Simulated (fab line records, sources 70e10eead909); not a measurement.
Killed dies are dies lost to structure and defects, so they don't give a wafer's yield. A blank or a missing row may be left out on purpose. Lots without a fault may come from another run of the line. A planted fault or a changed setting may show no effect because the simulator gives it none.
Chamber matching | flow nand_harc | NHARC_A_M1_ETCH_35 on rie_diel-10: 4 sister chambers
The step etches the open film in N2/H2, target depth 40 nm, overetch 12 nm, time 43.94 s. 20 wafers are shown with their chamber, then 10 later ones without.

WAFERS WITH THEIR CHAMBER
wafer  | chamber | showerhead_plenum_p_Torr (Torr) | drypump_motor_current_A (A) | rf_vpp_V (V)
L075.1 | 3       | 1.92                            | 5.6                         | 428.6
L075.4 | 1       | 2.09                            | 6.4                         | 433.7
L075.5 | 0       | 1.93                            | 5.9                         | 427.4
L074.1 | 2       | 2.11                            | 4.7                         | 433.5
L074.2 | 1       | 2.09                            | 6.4                         | 432.2
L074.5 | 0       | 1.93                            | 5.9                         | 428.8
L077.2 | 3       | 1.92                            | 5.5                         | 427.9
L077.4 | 1       | 2.09                            | 6.4                         | 431.4
L077.6 | 3       | 1.92                            | 5.5                         | 426.2
L080.3 | 0       | 1.93                            | 5.9                         | 429.1
L080.4 | 3       | 1.92                            | 5.5                         | 426.7
L080.5 | 0       | 1.93                            | 5.9                         | 427.9
L082.1 | 2       | 2.11                            | 4.7                         | 433.0
L082.5 | 0       | 1.93                            | 5.9                         | 427.7
L082.6 | 1       | 2.09                            | 6.4                         | 431.1
L086.1 | 0       | 1.93                            | 5.9                         | 427.7
L086.2 | 1       | 2.08                            | 6.4                         | 431.6
L086.3 | 2       | 2.11                            | 4.7                         | 433.3
L085.4 | 2       | 2.11                            | 4.7                         | 433.2
L085.5 | 0       | 1.93                            | 5.9                         | 428.6

SIGNATURES (means of the wafers above)
reading                  | chamber 0 | chamber 1 | chamber 2 | chamber 3 | scatter within a chamber
showerhead_plenum_p_Torr | 1.9300    | 2.0880    | 2.1100    | 1.9200    | 0.00224
drypump_motor_current_A  | 5.900     | 6.400     | 4.700     | 5.525     | 0.0217
rf_vpp_V                 | 428.171   | 432.000   | 433.250   | 427.350   | 0.812
Rule: a wafer's distance from a chamber is the root of the sum, over the readings, of the square of ((its reading less the chamber's mean) divided by the reading's scatter). The wafer belongs to the nearest chamber; if the next one is less than 2 further off, it can't be placed. The scatter: the root of (the sum of the squares of (reading less its chamber's mean) over the shown wafers, divided by (wafers less chambers)).

WAFERS WITHOUT THEIR CHAMBER
wafer  | showerhead_plenum_p_Torr (Torr) | drypump_motor_current_A (A) | rf_vpp_V (V)
L085.6 | 2.08                            | 6.4                         | 432.2
L090.4 | 1.93                            | 5.9                         | 427.6
L090.5 | 1.92                            | 5.6                         | 427.4
L090.6 | 1.93                            | 5.9                         | 427.8
L091.1 | 1.91                            | 5.6                         | 429.1
L091.3 | 1.93                            | 5.9                         | 427.2
L091.5 | 1.93                            | 5.9                         | 429.0
L089.1 | 1.93                            | 5.9                         | 428.4
L089.3 | 1.92                            | 5.6                         | 425.9
L089.6 | 1.92                            | 5.6                         | 425.7

WHICH CHAMBER EACH WENT THROUGH
wafer  | from the rows above | in truth
L085.6 | 1                   | 1
L090.4 | 0                   | 0
L090.5 | 3                   | 3
L090.6 | 0                   | 0
L091.1 | 3                   | 3
L091.3 | 0                   | 0
L091.5 | 0                   | 0
L089.1 | 0                   | 0
L089.3 | 3                   | 3
L089.6 | 3                   | 3
Placed correctly: 10 of 10. Can't be placed from these rows: 0. Placed wrongly: 0.
